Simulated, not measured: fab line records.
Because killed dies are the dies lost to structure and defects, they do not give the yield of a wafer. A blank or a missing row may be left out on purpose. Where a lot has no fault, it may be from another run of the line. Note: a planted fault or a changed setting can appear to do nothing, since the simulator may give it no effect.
What tool caused it? || flow n5Finfet || Sampling: 9 lots, 27 wafers, 5 of 1938 route steps

== WHAT EACH GAUGE READ, for each wafer ==
N5_BEOL_M4_CD_MEAS_18: pitch 36 nm, target cd 18 nm. Usual: 18.0 nm for cdNm, sd 0.32.
{"lot": "L288", "measured": "day 8 10:47", "on": "cdSem-01", "cdNm (nm)": "18.2 18.4 18.5", "flag": ""}
{"lot": "L293", "measured": "day 9 13:11", "on": "cdSem-01", "cdNm (nm)": "17.4 18.4 17.5", "flag": ""}
{"lot": "L295", "measured": "day 9 16:49", "on": "cdSem-03", "cdNm (nm)": "18.3 18.0 18.4", "flag": ""}
{"lot": "L294", "measured": "day 9 17:13", "on": "cdSem-03", "cdNm (nm)": "17.6 17.9 17.8", "flag": ""}
{"lot": "L297", "measured": "day 10 13:30", "on": "cdSem-01", "cdNm (nm)": "18.5 18.5 18.1", "flag": ""}
{"lot": "L299", "measured": "day 10 22:41", "on": "cdSem-03", "cdNm (nm)": "18.3 18.1 18.2", "flag": ""}
{"lot": "L300", "measured": "day 11 11:58", "on": "cdSem-02", "cdNm (nm)": "18.3 18.1 18.0", "flag": ""}
{"lot": "L307", "measured": "day 13 04:11", "on": "cdSem-01", "cdNm (nm)": "18.1 17.9 18.0", "flag": ""}
{"lot": "L308", "measured": "day 13 10:17", "on": "cdSem-01", "cdNm (nm)": "18.1 18.1 17.8", "flag": ""}

N5_BEOL_M4_RC_MEAS_101. Usual: DIBL_N 36.4 mV/V, standard deviation 1.4; DIBL_P 36.3 mV/V, standard deviation 1.8; IOFF_N 0.163 nA/um, standard deviation 0.024; IOFF_P 0.21 nA/um, standard deviation 0.034; ION_N 673 uA/um, standard deviation 11; ION_P 461 uA/um, standard deviation 7.4; SS_N 71.6 mV/dec, standard deviation 0.52; SS_P 73.3 mV/dec, standard deviation 0.58; VT_N 249.4 mV, standard deviation 2.5; VT_P -250 mV, standard deviation 3.5.
{"lot": "L288", "measured": "day 8 18:12", "on": "prober-02", "DIBL_N (mV/V)": "36.8 36.2 35.0", "DIBL_P (mV/V)": "37.2 36.3 35.3", "IOFF_N (nA/um)": "0.173 0.167 0.147", "IOFF_P (nA/um)": "0.19 0.19 0.17", "ION_N (uA/um)": "674 685 668", "ION_P (uA/um)": "449 455 453", "SS_N (mV/dec)": "71.8 71.4 71.9", "SS_P (mV/dec)": "73.8 72.5 72.8", "VT_N (mV)": "246.7 246.7 251.3", "VT_P (mV)": "-254 -254 -254", "flag": ""}
{"lot": "L293", "measured": "day 9 20:26", "on": "prober-02", "DIBL_N (mV/V)": "36.0 35.0 36.5", "DIBL_P (mV/V)": "36.8 35.7 37.7", "IOFF_N (nA/um)": "0.169 0.145 0.174", "IOFF_P (nA/um)": "0.23 0.21 0.26", "ION_N (uA/um)": "665 666 680", "ION_P (uA/um)": "461 457 475", "SS_N (mV/dec)": "72.1 71.0 71.9", "SS_P (mV/dec)": "73.5 73.2 73.9", "VT_N (mV)": "248.2 248.0 247.9", "VT_P (mV)": "-247 -249 -244", "flag": ""}
{"lot": "L295", "measured": "day 10 02:36", "on": "prober-02", "DIBL_N (mV/V)": "37.4 37.1 35.2", "DIBL_P (mV/V)": "37.7 37.6 35.3", "IOFF_N (nA/um)": "0.189 0.195 0.146", "IOFF_P (nA/um)": "0.24 0.24 0.20", "ION_N (uA/um)": "675 708 686", "ION_P (uA/um)": "464 472 470", "SS_N (mV/dec)": "71.9 71.1 71.2", "SS_P (mV/dec)": "73.2 73.7 73.1", "VT_N (mV)": "245.7 246.1 252.9", "VT_P (mV)": "-250 -247 -251", "flag": ""}
{"lot": "L294", "measured": "day 10 09:15", "on": "prober-01", "DIBL_N (mV/V)": "36.0 34.4 35.0", "DIBL_P (mV/V)": "35.9 34.8 34.5", "IOFF_N (nA/um)": "0.159 0.137 0.145", "IOFF_P (nA/um)": "0.20 0.18 0.18", "ION_N (uA/um)": "652 651 659", "ION_P (uA/um)": "450 451 446", "SS_N (mV/dec)": "72.2 70.9 71.7", "SS_P (mV/dec)": "73.1 72.5 73.3", "VT_N (mV)": "250.4 252.9 254.1", "VT_P (mV)": "-250 -254 -253", "flag": ""}
{"lot": "L297", "measured": "day 10 23:44", "on": "prober-01", "DIBL_N (mV/V)": "35.9 38.3 35.1", "DIBL_P (mV/V)": "36.1 39.3 35.2", "IOFF_N (nA/um)": "0.165 0.228 0.151", "IOFF_P (nA/um)": "0.21 0.28 0.20", "ION_N (uA/um)": "677 700 670", "ION_P (uA/um)": "465 470 458", "SS_N (mV/dec)": "71.0 71.9 71.2", "SS_P (mV/dec)": "73.2 74.8 73.3", "VT_N (mV)": "247.3 245.2 249.2", "VT_P (mV)": "-251 -246 -251", "flag": ""}
{"lot": "L299", "measured": "day 11 17:55", "on": "prober-01", "DIBL_N (mV/V)": "35.4 35.2 37.6", "DIBL_P (mV/V)": "36.1 35.5 38.1", "IOFF_N (nA/um)": "0.172 0.160 0.204", "IOFF_P (nA/um)": "0.22 0.21 0.25", "ION_N (uA/um)": "688 664 683", "ION_P (uA/um)": "466 464 463", "SS_N (mV/dec)": "72.0 70.9 71.9", "SS_P (mV/dec)": "73.5 73.1 74.3", "VT_N (mV)": "246.6 251.5 245.7", "VT_P (mV)": "-246 -246 -245", "flag": ""}
{"lot": "L300", "measured": "day 11 20:21", "on": "prober-01", "DIBL_N (mV/V)": "35.4 34.9 36.1", "DIBL_P (mV/V)": "36.8 35.6 36.5", "IOFF_N (nA/um)": "0.153 0.145 0.154", "IOFF_P (nA/um)": "0.22 0.20 0.21", "ION_N (uA/um)": "674 648 666", "ION_P (uA/um)": "461 450 458", "SS_N (mV/dec)": "71.8 71.6 71.9", "SS_P (mV/dec)": "72.6 73.0 73.0", "VT_N (mV)": "250.4 251.5 252.0", "VT_P (mV)": "-249 -251 -251", "flag": ""}
{"lot": "L307", "measured": "day 13 12:08", "on": "prober-02", "DIBL_N (mV/V)": "35.3 34.5 35.9", "DIBL_P (mV/V)": "31.4 30.9 32.4", "IOFF_N (nA/um)": "0.130 0.117 0.137", "IOFF_P (nA/um)": "0.15 0.14 0.16", "ION_N (uA/um)": "674 669 660", "ION_P (uA/um)": "453 450 446", "SS_N (mV/dec)": "71.3 70.8 70.6", "SS_P (mV/dec)": "72.9 72.6 72.0", "VT_N (mV)": "250.6 251.5 250.8", "VT_P (mV)": "-258 -257 -255", "flag": ""}
{"lot": "L308", "measured": "day 13 18:05", "on": "prober-01", "DIBL_N (mV/V)": "37.4 40.3 36.6", "DIBL_P (mV/V)": "35.5 38.7 33.9", "IOFF_N (nA/um)": "0.158 0.217 0.146", "IOFF_P (nA/um)": "0.23 0.30 0.22", "ION_N (uA/um)": "674 691 656", "ION_P (uA/um)": "466 465 458", "SS_N (mV/dec)": "71.0 72.4 71.6", "SS_P (mV/dec)": "73.2 73.9 72.1", "VT_N (mV)": "249.3 245.3 254.2", "VT_P (mV)": "-247 -242 -247", "flag": ""}

== WHICH TOOL RAN EACH LOT (tool, then ch and the chambers of the sampled wafers, then the start) ==
{"lot": "L288", "N5_BEOL_M4_DESCUM_16": "rieDiel-04 ch 0,3, day 8 10:21", "N5_BEOL_M4_ETCH_63": "rieDiel-04 ch 0,3, day 8 10:24", "N5_BEOL_M4_ETCH_69": "rieDiel-06 ch 0,2, day 8 11:34"}
{"lot": "L293", "N5_BEOL_M4_DESCUM_16": "rieDiel-03 ch 2,3, day 9 12:31", "N5_BEOL_M4_ETCH_63": "rieDiel-03 ch 2,3, day 9 12:34", "N5_BEOL_M4_ETCH_69": "rieDiel-03 ch 0,1,2, day 9 13:59"}
{"lot": "L295", "N5_BEOL_M4_DESCUM_16": "rieDiel-04 ch 2,3, day 9 16:22", "N5_BEOL_M4_ETCH_63": "rieDiel-04 ch 2,3, day 9 16:25", "N5_BEOL_M4_ETCH_69": "rieDiel-06 ch 0,2,3, day 9 17:18"}
{"lot": "L294", "N5_BEOL_M4_DESCUM_16": "rieDiel-06 ch 1,2,3, day 9 16:46", "N5_BEOL_M4_ETCH_63": "rieDiel-06 ch 1,2,3, day 9 16:50", "N5_BEOL_M4_ETCH_69": "rieDiel-04 ch 0,3, day 9 18:38"}
{"lot": "L297", "N5_BEOL_M4_DESCUM_16": "rieDiel-06 ch 0,1,2, day 10 12:58", "N5_BEOL_M4_ETCH_63": "rieDiel-06 ch 0,1,2, day 10 13:01", "N5_BEOL_M4_ETCH_69": "rieDiel-06 ch 0,1,2, day 10 13:59"}
{"lot": "L299", "N5_BEOL_M4_DESCUM_16": "rieDiel-06 ch 0,2, day 10 22:16", "N5_BEOL_M4_ETCH_63": "rieDiel-06 ch 0,2, day 10 22:19", "N5_BEOL_M4_ETCH_69": "rieDiel-06 ch 0,1, day 10 23:13"}
{"lot": "L300", "N5_BEOL_M4_DESCUM_16": "rieDiel-04 ch 1,2,3, day 11 11:32", "N5_BEOL_M4_ETCH_63": "rieDiel-04 ch 1,2,3, day 11 11:35", "N5_BEOL_M4_ETCH_69": "rieDiel-03 ch 0,1,3, day 11 12:28"}
{"lot": "L307", "N5_BEOL_M4_DESCUM_16": "rieDiel-04 ch 0,1,3, day 13 03:44", "N5_BEOL_M4_ETCH_63": "rieDiel-04 ch 0,1,3, day 13 03:47", "N5_BEOL_M4_ETCH_69": "rieDiel-04 ch 0,1,2, day 13 04:43"}
{"lot": "L308", "N5_BEOL_M4_DESCUM_16": "rieDiel-04 ch 0,1, day 13 09:51", "N5_BEOL_M4_ETCH_63": "rieDiel-04 ch 0,1, day 13 09:54", "N5_BEOL_M4_ETCH_69": "rieDiel-04 ch 1,2,3, day 13 10:47"}
- N5_BEOL_M4_DESCUM_16: chemistry O2, time 7 s.
- N5_BEOL_M4_ETCH_63: etches SiARC in CF4, target depth 15.6 nm, time 26 s.
- N5_BEOL_M4_ETCH_69: etches SiARC in CF4, target depth 15.6 nm, time 26 s.

== AS READ BY THE TOOLS THEMSELVES (means over the sampled wafers that have a number; for cases with no such wafer, the mark the record gives instead) ==
N5_BEOL_M4_DESCUM_16. Usual: biasPowerW 20.00 W, standard deviation 0.061; drypumpMotorCurrentA 5.5 A, standard deviation 0.34; oesProductAu 0.82 a.u., standard deviation 0.082; rfVppV 243.3 V, standard deviation 1.3; showerheadPlenumPTorr 2.11 Torr, standard deviation 0.067; throttleValvePct 20.4 %, standard deviation 0.32.
{"lot": "L288", "tool": "rieDiel-04", "biasPowerW (W)": 20.02, "drypumpMotorCurrentA (A)": 5.5, "oesProductAu (a.u.)": 0.86, "rfVppV (V)": 244.3, "showerheadPlenumPTorr (Torr)": 2.16, "throttleValvePct (%)": 20.2, "flag": ""}
{"lot": "L293", "tool": "rieDiel-03", "biasPowerW (W)": 20.05, "drypumpMotorCurrentA (A)": 5.7, "oesProductAu (a.u.)": 0.90, "rfVppV (V)": 244.2, "showerheadPlenumPTorr (Torr)": 2.19, "throttleValvePct (%)": 20.2, "flag": ""}
{"lot": "L295", "tool": "rieDiel-04", "biasPowerW (W)": 19.98, "drypumpMotorCurrentA (A)": 5.6, "oesProductAu (a.u.)": 0.86, "rfVppV (V)": 244.0, "showerheadPlenumPTorr (Torr)": 2.12, "throttleValvePct (%)": 19.9, "flag": ""}
{"lot": "L294", "tool": "rieDiel-06", "biasPowerW (W)": 20.02, "drypumpMotorCurrentA (A)": 5.6, "oesProductAu (a.u.)": 0.75, "rfVppV (V)": 241.7, "showerheadPlenumPTorr (Torr)": 2.06, "throttleValvePct (%)": 20.6, "flag": ""}
{"lot": "L297", "tool": "rieDiel-06", "biasPowerW (W)": 20.02, "drypumpMotorCurrentA (A)": 5.3, "oesProductAu (a.u.)": 0.75, "rfVppV (V)": 243.2, "showerheadPlenumPTorr (Torr)": 2.03, "throttleValvePct (%)": 20.6, "flag": ""}
{"lot": "L299", "tool": "rieDiel-06", "biasPowerW (W)": 20.02, "drypumpMotorCurrentA (A)": 5.3, "oesProductAu (a.u.)": 0.74, "rfVppV (V)": 242.7, "showerheadPlenumPTorr (Torr)": 2.05, "throttleValvePct (%)": 20.4, "flag": ""}
{"lot": "L300", "tool": "rieDiel-04", "biasPowerW (W)": 20.04, "drypumpMotorCurrentA (A)": 5.6, "oesProductAu (a.u.)": 0.85, "rfVppV (V)": 243.9, "showerheadPlenumPTorr (Torr)": 2.12, "throttleValvePct (%)": 20.0, "flag": ""}
{"lot": "L307", "tool": "rieDiel-04", "biasPowerW (W)": 19.99, "drypumpMotorCurrentA (A)": 5.5, "oesProductAu (a.u.)": 0.82, "rfVppV (V)": 244.7, "showerheadPlenumPTorr (Torr)": 2.15, "throttleValvePct (%)": 20.3, "flag": ""}
{"lot": "L308", "tool": "rieDiel-04", "biasPowerW (W)": 20.04, "drypumpMotorCurrentA (A)": 5.5, "oesProductAu (a.u.)": 0.80, "rfVppV (V)": 244.3, "showerheadPlenumPTorr (Torr)": 2.18, "throttleValvePct (%)": 20.6, "flag": ""}

N5_BEOL_M4_ETCH_63. Usual: cf4FlowSccm 100.03 sccm, standard deviation 0.29; drypumpMotorCurrentA 5.5 A, standard deviation 0.33; etchRfOnTimeS 26.0 s, standard deviation 0.45; oesProductAu 0.70 a.u., standard deviation 0.071; rfVppV 184.3 V, standard deviation 1.2; showerheadPlenumPTorr 2.16 Torr, standard deviation 0.064; throttleValvePct 15.55 %, standard deviation 0.28.
{"lot": "L288", "tool": "rieDiel-04", "cf4FlowSccm (sccm)": 99.95, "drypumpMotorCurrentA (A)": 5.5, "etchRfOnTimeS (s)": 25.4, "oesProductAu (a.u.)": 0.75, "rfVppV (V)": 185.1, "showerheadPlenumPTorr (Torr)": 2.20, "throttleValvePct (%)": 15.32, "flag": ""}
{"lot": "L293", "tool": "rieDiel-03", "cf4FlowSccm (sccm)": 99.96, "drypumpMotorCurrentA (A)": 5.7, "etchRfOnTimeS (s)": 26.1, "oesProductAu (a.u.)": 0.77, "rfVppV (V)": 185.1, "showerheadPlenumPTorr (Torr)": 2.25, "throttleValvePct (%)": 15.41, "flag": ""}
{"lot": "L295", "tool": "rieDiel-04", "cf4FlowSccm (sccm)": 99.95, "drypumpMotorCurrentA (A)": 5.6, "etchRfOnTimeS (s)": 25.6, "oesProductAu (a.u.)": 0.74, "rfVppV (V)": 184.9, "showerheadPlenumPTorr (Torr)": 2.17, "throttleValvePct (%)": 15.13, "flag": ""}
{"lot": "L294", "tool": "rieDiel-06", "cf4FlowSccm (sccm)": 100.32, "drypumpMotorCurrentA (A)": 5.6, "etchRfOnTimeS (s)": 25.8, "oesProductAu (a.u.)": 0.64, "rfVppV (V)": 183.2, "showerheadPlenumPTorr (Torr)": 2.11, "throttleValvePct (%)": 15.84, "flag": ""}
{"lot": "L297", "tool": "rieDiel-06", "cf4FlowSccm (sccm)": 100.08, "drypumpMotorCurrentA (A)": 5.3, "etchRfOnTimeS (s)": 25.9, "oesProductAu (a.u.)": 0.64, "rfVppV (V)": 183.0, "showerheadPlenumPTorr (Torr)": 2.09, "throttleValvePct (%)": 15.77, "flag": ""}
{"lot": "L299", "tool": "rieDiel-06", "cf4FlowSccm (sccm)": 99.72, "drypumpMotorCurrentA (A)": 5.3, "etchRfOnTimeS (s)": 26.1, "oesProductAu (a.u.)": 0.63, "rfVppV (V)": 183.5, "showerheadPlenumPTorr (Torr)": 2.11, "throttleValvePct (%)": 15.67, "flag": ""}
{"lot": "L300", "tool": "rieDiel-04", "cf4FlowSccm (sccm)": 100.35, "drypumpMotorCurrentA (A)": 5.6, "etchRfOnTimeS (s)": 25.9, "oesProductAu (a.u.)": 0.73, "rfVppV (V)": 184.1, "showerheadPlenumPTorr (Torr)": 2.18, "throttleValvePct (%)": 15.25, "flag": ""}
{"lot": "L307", "tool": "rieDiel-04", "cf4FlowSccm (sccm)": 99.95, "drypumpMotorCurrentA (A)": 5.5, "etchRfOnTimeS (s)": 25.6, "oesProductAu (a.u.)": 0.72, "rfVppV (V)": 185.6, "showerheadPlenumPTorr (Torr)": 2.20, "throttleValvePct (%)": 15.50, "flag": ""}
{"lot": "L308", "tool": "rieDiel-04", "cf4FlowSccm (sccm)": 99.91, "drypumpMotorCurrentA (A)": 5.5, "etchRfOnTimeS (s)": 26.1, "oesProductAu (a.u.)": 0.68, "rfVppV (V)": 184.9, "showerheadPlenumPTorr (Torr)": 2.21, "throttleValvePct (%)": 15.71, "flag": ""}

N5_BEOL_M4_ETCH_69. Usual: cf4FlowSccm 100.0 sccm, standard deviation 0.38; drypumpMotorCurrentA 5.6 A, standard deviation 0.38; etchRfOnTimeS 25.9 s, standard deviation 0.49; oesProductAu 0.69 a.u., standard deviation 0.072; rfVppV 184.4 V, standard deviation 1.1; showerheadPlenumPTorr 2.16 Torr, standard deviation 0.064; throttleValvePct 15.57 %, standard deviation 0.28.
{"lot": "L288", "tool": "rieDiel-06", "cf4FlowSccm (sccm)": 99.9, "drypumpMotorCurrentA (A)": 5.1, "etchRfOnTimeS (s)": 26.1, "oesProductAu (a.u.)": 0.67, "rfVppV (V)": 183.7, "showerheadPlenumPTorr (Torr)": 2.11, "throttleValvePct (%)": 15.70, "flag": ""}
{"lot": "L293", "tool": "rieDiel-03", "cf4FlowSccm (sccm)": 100.0, "drypumpMotorCurrentA (A)": 5.5, "etchRfOnTimeS (s)": 26.7, "oesProductAu (a.u.)": 0.69, "rfVppV (V)": 183.9, "showerheadPlenumPTorr (Torr)": 2.16, "throttleValvePct (%)": 15.54, "flag": ""}
{"lot": "L295", "tool": "rieDiel-06", "cf4FlowSccm (sccm)": 99.9, "drypumpMotorCurrentA (A)": 5.7, "etchRfOnTimeS (s)": 26.3, "oesProductAu (a.u.)": 0.64, "rfVppV (V)": 183.5, "showerheadPlenumPTorr (Torr)": 2.14, "throttleValvePct (%)": 15.72, "flag": ""}
{"lot": "L294", "tool": "rieDiel-04", "cf4FlowSccm (sccm)": 100.0, "drypumpMotorCurrentA (A)": 5.5, "etchRfOnTimeS (s)": 25.5, "oesProductAu (a.u.)": 0.74, "rfVppV (V)": 184.9, "showerheadPlenumPTorr (Torr)": 2.20, "throttleValvePct (%)": 15.34, "flag": ""}
{"lot": "L297", "tool": "rieDiel-06", "cf4FlowSccm (sccm)": 89.8, "drypumpMotorCurrentA (A)": 5.3, "etchRfOnTimeS (s)": 26.5, "oesProductAu (a.u.)": 0.63, "rfVppV (V)": 183.6, "showerheadPlenumPTorr (Torr)": 2.02, "throttleValvePct (%)": 15.35, "flag": "OFF"}
{"lot": "L299", "tool": "rieDiel-06", "cf4FlowSccm (sccm)": 80.0, "drypumpMotorCurrentA (A)": 5.4, "etchRfOnTimeS (s)": 26.6, "oesProductAu (a.u.)": 0.61, "rfVppV (V)": 183.8, "showerheadPlenumPTorr (Torr)": 1.94, "throttleValvePct (%)": 14.96, "flag": "OFF"}
{"lot": "L300", "tool": "rieDiel-03", "cf4FlowSccm (sccm)": 99.8, "drypumpMotorCurrentA (A)": 5.4, "etchRfOnTimeS (s)": 26.2, "oesProductAu (a.u.)": 0.76, "rfVppV (V)": 184.3, "showerheadPlenumPTorr (Torr)": 2.13, "throttleValvePct (%)": 15.56, "flag": ""}
{"lot": "L307", "tool": "rieDiel-04", "cf4FlowSccm (sccm)": 100.1, "drypumpMotorCurrentA (A)": 5.6, "etchRfOnTimeS (s)": 25.7, "oesProductAu (a.u.)": 0.70, "rfVppV (V)": 184.4, "showerheadPlenumPTorr (Torr)": 2.19, "throttleValvePct (%)": 15.49, "flag": ""}
{"lot": "L308", "tool": "rieDiel-04", "cf4FlowSccm (sccm)": 100.2, "drypumpMotorCurrentA (A)": 5.6, "etchRfOnTimeS (s)": 25.7, "oesProductAu (a.u.)": 0.72, "rfVppV (V)": 184.6, "showerheadPlenumPTorr (Torr)": 2.17, "throttleValvePct (%)": 15.28, "flag": ""}

== THE ANSWER, worked out from the rows above alone ==
Rule: a lot is off if the mean of its wafers that have a number lies more than 3 standard deviations from the usual mean. Also off: a lot with no number at a reading for which 4 or more lots have one. The other lots that the step has rows for count as sound. First the gauges in route order, then the tools' own readings, where a lot's mean is used as printed above. At the first step where some lot is off, the reading lying furthest off is the one used; lots without a number count as furthest.
Off: L297, L299 (N5_BEOL_M4_ETCH_69, cf4FlowSccm).
If a tool, at that step or one of the process steps before it, ran each lot that is off and ran no sound lot following the first of them, it fits. One fits: N5_BEOL_M4_DESCUM_16 and N5_BEOL_M4_ETCH_63 and N5_BEOL_M4_ETCH_69 on rieDiel-06. At N5_BEOL_M4_DESCUM_16 its last sound lot is L294 (day 9 16:46), its first lot that is off L297 (day 10 12:58): a fault that began between those two fits.

== WHAT HAD BEEN PUT IN BY THE SIMULATOR ==
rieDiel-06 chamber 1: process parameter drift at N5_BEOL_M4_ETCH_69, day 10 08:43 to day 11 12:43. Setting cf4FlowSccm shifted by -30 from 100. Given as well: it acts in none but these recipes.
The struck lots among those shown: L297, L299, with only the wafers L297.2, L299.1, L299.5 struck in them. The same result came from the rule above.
